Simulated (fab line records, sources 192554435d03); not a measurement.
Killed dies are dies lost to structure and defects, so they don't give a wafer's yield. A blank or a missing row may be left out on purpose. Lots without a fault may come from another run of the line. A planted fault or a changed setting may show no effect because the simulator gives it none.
fab line records | flow n5_finfet
record lots=4 wafers=12 last_day=18
route steps=1938 shown SD_EPI_N@276 SD_EPI_P@295 SD_ACTIVATION@332 BEOL_M4@1111
lots that met no fault: from a run of the same line without faults
start_h: hours from the record's first day to the start of the lot's first wafer shown | wait_h: hours since the lot's step before | " the same as in the row above | L1.1+2: a row that stands for several wafers | - no value, or no start given | * or withheld: withheld | < > ~ a bound
route shown NAME@n: a module of which the file shows steps, and the number in the route of the first | usual: mean/standard deviation of fault-free wafers | same: alike in all rows | chamber/n: place in a boat | sites: the reading at each site | _std_site: their standard deviation | _edge_site: outer sites' mean less inner sites' | radius_mm: how far each site lies from the wafer's centre | mask NAME#n: copy n | behind: the tool/chamber that last shaped the wafer | hold: why the lot was held/for how many hours/how that ended | device: the transistor (n, p or np) that didn't switch | end of line: the same wafers' tests at the end of the route | a step without rows: its recipe alone | killed: dies lost to structure and defects at the first sort, not the wafer's yield | map: a wafer's dies, x killed, . not, _ none there
set.NAME: the setting as run; set.NAME@STEP: as run at that earlier step | model.NAME: the simulator's own value behind a step, which no gauge read
lots at some steps of the route; a table a step, a row a wafer
services: from which hour (start_h, from the record's first day; less than 0 if before it) a tool's chamber was out of use, for how many hours, and why
## steps
# step N5_SD_EPI_N_STRIP_36
# recipe chemistry=N2/H2 temp_c=40 n2_flow_sccm=200 h2_flow_sccm=200 rf_frequency_hz=6e+07
# step N5_SD_EPI_N_ETCHBACK_44
# recipe chemistry=CH3F/O2 mode=anisotropic_etchback target=SiNx target_depth_a=145 stop_on=SiO2 over_etch_frac=0.3 ion_energy_ev=120 pressure_mtorr=30 source_w=395 bias_w=73 Ar_flow_sccm=150 CH3F_flow_sccm=30 O2_flow_sccm=20
# step N5_SD_EPI_N_ETCH_45
# recipe chemistry=CH3F/O2 target=SiOCN target_depth_a=60 mask_material=SOC ion_energy_ev=60 bias_w=29 pressure_mtorr=15 source_w=410 Ar_flow_sccm=150 CH3F_flow_sccm=30 O2_flow_sccm=20
# step N5_SD_EPI_N_ETCH_16
# recipe chemistry=CHF3/O2 target=SiO2 target_depth_a=50 mask_material=SOC pressure_mtorr=30 source_w=650 bias_w=170 Ar_flow_sccm=200 CHF3_flow_sccm=50 O2_flow_sccm=5 ion_energy_ev=200
# step N5_SD_EPI_N_STRIP_47
# recipe chemistry=CHF3/O2 resist=SiARC rf_frequency_hz=6e+07
# step N5_SD_EPI_N_SD_RECESS_17
# recipe chemistry=HBr/Cl2/O2 target_depth_a=410 mask_material=SOC time_s=23.7 bt_time_s=3 pressure_mtorr=10 icp_w=800 bias_w=112 HBr_flow_sccm=150 Cl2_flow_sccm=80 O2_flow_sccm=12
# step N5_SD_EPI_N_STRIP_38
# recipe chemistry=N2/H2 power_w=1000 temp_c=250 h2_frac=0.65 overash_fraction=0.3 pressure_mtorr=withheld n2_flow_sccm=1750 h2_flow_sccm=3250
# step N5_SD_EPI_N_WET_ETCH_43
# recipe chemistry=dHF dilution=withheld time_s=14 target=SiO2 target_depth_a=15 temp_c=25
# step N5_SD_EPI_N_STRIP_18
# recipe chemistry=SPM time_s=750 temp_c=130 h2so4_h2o2_vol_ratio=4
# step N5_SD_EPI_N_SRD_20
# recipe dry=ipa_marangoni do_ppb=5 time_s=30 temp_c=23 rinse_liquid=diw
# step N5_SD_EPI_N_PRECLEAN_48
# recipe chemistry=NF3:NH3 afs_cycles=2 temp_c=30 time_s=20 sublimation_temp_c=180 sublimation_time_s=60 pressure_torr=3 rf_power_w=30
# step N5_SD_EPI_N_VAPOR_ETCH_50
# recipe chemistry=HCl target=Si temp_c=775 time_s=54 pressure_torr=20 mode=isotropic
# step N5_SD_EPI_N_EPI_21
# recipe material=Si:P dopant=P temp_c=680 pressure_torr=255 time_s=690
# columns lot.wafer tool chamber start_h wait_h
L274.1+3+4 epi_rpcvd-03 0 92.56 0.1
L281.1+4+5 epi_rpcvd-03 0 136.14 0.1
L282.2+3+5 epi_rpcvd-03 0 141.10 0.4
L288.1+3+5 epi_rpcvd-02 0 179.65 0.2
# step N5_SD_EPI_N_PRECLEAN_24
# recipe chemistry=O3/DIW time_s=60 temp_c=22 o3_ppm=10
# step N5_SD_EPI_N_SRD_25
# recipe time_s=30 temp_c=23 rinse_liquid=diw dry=ipa_marangoni
# step N5_SD_EPI_N_PRECLEAN_49
# recipe chemistry=NF3:NH3 afs_cycles=1 temp_c=30 time_s=20 sublimation_temp_c=180 sublimation_time_s=60 pressure_torr=3 rf_power_w=30
# step N5_SD_EPI_N_LINER_46
# recipe material=SiNx target_thk_a=30 temp_c=400 ald_precursor_family=SiH2I2 ald_co_reactant=N2/H2-plasma pressure_torr=2
# step N5_SD_EPI_P_COAT_34
# recipe resist=SOC temp_c=250 time_s=60 spin_rpm=1500 resist_thk_nm=350
# step N5_SD_EPI_P_COAT_35
# recipe resist=SiARC temp_c=220 time_s=60 spin_rpm=1500 resist_thk_nm=35
# step N5_SD_EPI_P_COAT_03
# recipe resist=CAR-ArF-block spin_rpm=1500 resist_thk_nm=150
# step N5_SD_EPI_P_EBR_05
# recipe solvent=PGMEA ebr_width_mm=1.5
# step N5_SD_EPI_P_SOFTBAKE_04
# recipe temp_c=110 time_s=60 resist=CAR-ArF-block
# step N5_SD_EPI_P_EXPOSE_06
# recipe mask_id=SD_P_BLK na=1.35 source_shape=conventional sigma_outer=0.8 polarization=unpolarized target_cd_nm=240 dose_mj=39.5
# step N5_SD_EPI_P_PEB_07
# recipe peb_temp_c=110 peb_time_s=60 resist=CAR-ArF-block
# step N5_SD_EPI_P_DEVELOP_08
# recipe develop_time_s=30 developer=TMAH resist=CAR-ArF-block dev_temp_c=23 rinse_liquid=diw dry=air_spin
# step N5_SD_EPI_P_DESCUM_14
# recipe chemistry=O2 time_s=7.9 source_power_w=50 bias_power_w=20 pressure_mtorr=20 rf_frequency_hz=2.712e+07 temp_c=40 resist=CAR-ArF-block o2_flow_sccm=225
# step N5_SD_EPI_P_ETCH_36
# recipe chemistry=CF4 target=SiARC target_depth_a=455 mask_material=CAR-ArF-block time_s=75.8 ion_energy_ev=80 pressure_mtorr=40 source_w=545 bias_w=36 Ar_flow_sccm=100 cf4_flow_sccm=100 ends=cleared
# step N5_SD_EPI_P_ETCH_37
# recipe chemistry=N2/H2 target=SOC overetch_a=1080 mask_material=SiARC temp_c=40 ion_energy_ev=100 source_w=3000 bias_w=133 pressure_mtorr=20 time_s=486 n2_flow_sccm=200 h2_flow_sccm=200 ends=end_point
# step N5_SD_EPI_P_STRIP_38
# recipe chemistry=N2/H2 temp_c=40 n2_flow_sccm=200 h2_flow_sccm=200 rf_frequency_hz=6e+07
# step N5_SD_EPI_P_ETCHBACK_46
# recipe chemistry=CH3F/O2 mode=anisotropic_etchback target=SiNx target_depth_a=175 stop_on=SiO2 over_etch_frac=0.3 ion_energy_ev=120 pressure_mtorr=30 source_w=395 bias_w=73 Ar_flow_sccm=150 CH3F_flow_sccm=30 O2_flow_sccm=20
# step N5_SD_EPI_P_ETCH_47
# recipe chemistry=CH3F/O2 target=SiOCN target_depth_a=250 mask_material=SOC ion_energy_ev=60 bias_w=29 pressure_mtorr=30 source_w=410 Ar_flow_sccm=150 CH3F_flow_sccm=30 O2_flow_sccm=20
# step N5_SD_EPI_P_ETCH_16
# recipe chemistry=CHF3/O2 target=SiO2 target_depth_a=50 mask_material=SOC pressure_mtorr=30 source_w=650 bias_w=170 Ar_flow_sccm=200 CHF3_flow_sccm=50 O2_flow_sccm=5 ion_energy_ev=200
# step N5_SD_EPI_P_STRIP_50
# recipe chemistry=CHF3/O2 resist=SiARC rf_frequency_hz=6e+07
# step N5_SD_EPI_P_SD_RECESS_17
# recipe chemistry=HBr/Cl2/O2 target_depth_a=391 bt_time_s=3 pressure_mtorr=10 icp_w=800 bias_w=112 HBr_flow_sccm=150 Cl2_flow_sccm=80 O2_flow_sccm=12
# step N5_SD_EPI_P_WET_ETCH_45
# recipe chemistry=dHF dilution=withheld time_s=10.7 target=SiO2 target_depth_a=20 temp_c=25 dry=ipa_marangoni rinse_time_s=30 rinse_temp_c=23
# step N5_SD_EPI_P_STRIP_40
# recipe chemistry=N2/H2 power_w=1000 temp_c=250 h2_frac=0.65 overash_fraction=0.3 pressure_mtorr=withheld n2_flow_sccm=1750 h2_flow_sccm=3250
# step N5_SD_EPI_P_PRECLEAN_52
# recipe chemistry=O3/DIW time_s=60 temp_c=22 o3_ppm=10
# step N5_SD_ACTIVATION_RS_MEAS_03
# recipe thk_meas_gauge=four-point-probe
# usual RS_SD_N=21.9/0.32 RS_SD_P=56.2/0.95
# columns lot.wafer tool chamber start_h wait_h RS_SD_N[ohm/sq] RS_SD_P[ohm/sq]
L274.1 film_metro-02 - 99.74 0.2 22.5 57.5
L274.3 " - " " 22.2 58.0
L274.4 " - " " 22.2 58.1
L281.1 film_metro-01 - 143.10 0.2 20.5 56.4
L281.4 " - " " 20.9 55.5
L281.5 " - " " 20.6 55.3
L282.2 film_metro-01 - 147.92 0.2 20.8 56.7
L282.3 " - " " 20.2 57.3
L282.5 " - " " 20.4 58.0
L288.1 film_metro-02 - 192.43 0.2 22.0 55.7
L288.3 " - " " 21.7 55.8
L288.5 " - " " 22.1 55.0
# step N5_BEOL_M4_RC_MEAS_101
# usual DIBL_N=35.8/1.4 DIBL_P=35.8/1.6 IOFF_N=0.152/0.021 IOFF_P=0.204/0.027 ION_N=672/8.7 ION_P=461/6.2 RC_DENSE_N=18.97/0.3 RC_N=15.45/0.23 REXT_N=74.9/1.5 RS_SD_N=28.4/0.44 SS_N=71.5/0.54 SS_P=73.1/0.57 VT_N=250.0/2.5 VT_P=-250.6/2.7
# columns lot.wafer tool chamber start_h wait_h DIBL_N[mV/V] DIBL_P[mV/V] IOFF_N[nA/um] IOFF_P[nA/um] ION_N[uA/um] ION_P[uA/um] RC_DENSE_N[ohm.um] RC_N[ohm.um] REXT_N[ohm.um] RS_SD_N[ohm/sq] SS_N[mV/dec] SS_P[mV/dec] VT_N[mV] VT_P[mV]
L274.1 prober-02 0 225.32 0.0 33.8 34.2 0.122 0.188 671 472 19.50 15.85 74.7 28.9 69.9 72.0 251.8 -248.4
L274.3 " 0 " " 33.8 34.4 0.123 0.185 673 463 19.13 15.58 73.1 28.7 71.0 72.3 251.4 -248.0
L274.4 " 0 " " 35.0 35.7 0.135 0.198 671 463 19.01 15.49 74.0 29.1 70.9 72.3 250.8 -249.4
L281.1 prober-02 0 266.23 0.0 37.0 37.0 0.183 0.209 691 466 18.12 14.88 70.8 27.1 72.0 73.7 246.2 -250.5
L281.4 " 0 " " 35.7 35.6 0.164 0.193 685 461 18.02 14.90 71.2 27.3 71.9 73.0 248.0 -250.9
L281.5 " 0 " " 37.5 37.4 0.196 0.223 691 466 17.87 14.65 70.2 27.0 72.3 72.9 243.9 -247.8
L282.2 prober-01 0 269.66 0.2 39.6 36.9 0.204 0.213 696 463 18.00 14.64 69.3 26.8 72.0 73.8 248.4 -252.8
L282.3 " 0 " " 41.1 38.4 0.261 0.236 703 463 17.59 14.18 68.7 26.6 73.0 74.0 241.3 -249.1
L282.5 " 0 " " 37.8 35.1 0.181 0.183 685 452 18.03 14.67 69.2 26.2 71.9 73.1 245.2 -254.8
L288.1 prober-01 0 308.17 0.0 37.6 37.0 0.195 0.238 675 469 19.19 15.51 73.8 28.8 71.7 73.3 247.3 -248.0
L288.3 " 0 " " 37.1 36.8 0.183 0.251 674 472 19.34 15.67 74.7 28.3 72.2 73.9 248.4 -242.6
L288.5 " 0 " " 35.7 35.2 0.154 0.212 660 461 19.26 15.54 74.0 28.8 71.3 73.3 249.9 -244.7
## services
# columns tool chamber start_h hours kind
epi_rpcvd-02 - 74.05 0.7 repair
epi_rpcvd-02 - 86.12 1.5 repair
epi_rpcvd-02 - 119.59 0.6 repair
## key
first_sign step=N5_SD_ACTIVATION_RS_MEAS_03 reading=RS_SD_N direction=down sigmas=4.3 usual=21.9 struck=20.6
effect step=N5_BEOL_M4_RC_MEAS_101 reading=RS_SD_N direction=down sigmas=3.6 usual=28.4 struck=26.8
effect step=N5_BEOL_M4_RC_MEAS_101 reading=RC_N direction=down sigmas=3.5 usual=15.45 struck=14.65
effect step=N5_BEOL_M4_RC_MEAS_101 reading=RC_DENSE_N direction=down sigmas=3.5 usual=18.97 struck=17.94
effect step=N5_BEOL_M4_RC_MEAS_101 reading=REXT_N direction=down sigmas=3.4 usual=74.9 struck=69.9
effect step=N5_BEOL_M4_RC_MEAS_101 reading=ION_N direction=up sigmas=2.2 usual=672 struck=692
effect step=N5_BEOL_M4_RC_MEAS_101 reading=IOFF_N direction=up sigmas=2.1 usual=0.152 struck=0.198
effect step=N5_BEOL_M4_RC_MEAS_101 reading=VT_N direction=down sigmas=1.8 usual=250.0 struck=245.5
effect step=N5_BEOL_M4_RC_MEAS_101 reading=DIBL_N direction=up sigmas=1.7 usual=35.8 struck=38.1
met_at N5_SD_EPI_N_EPI_21
struck_wafers L281.1,L281.4,L281.5,L282.2,L282.3,L282.5
onset_between 92.56 136.14
fault kind=process_parameter_drift tool=epi_rpcvd-03 chamber=- onset_h=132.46 steps=N5_SD_EPI_N_EPI_21 channel=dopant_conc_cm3 offset=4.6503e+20 shape=step end_h=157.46 acts_in=these_recipes_only stated=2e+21
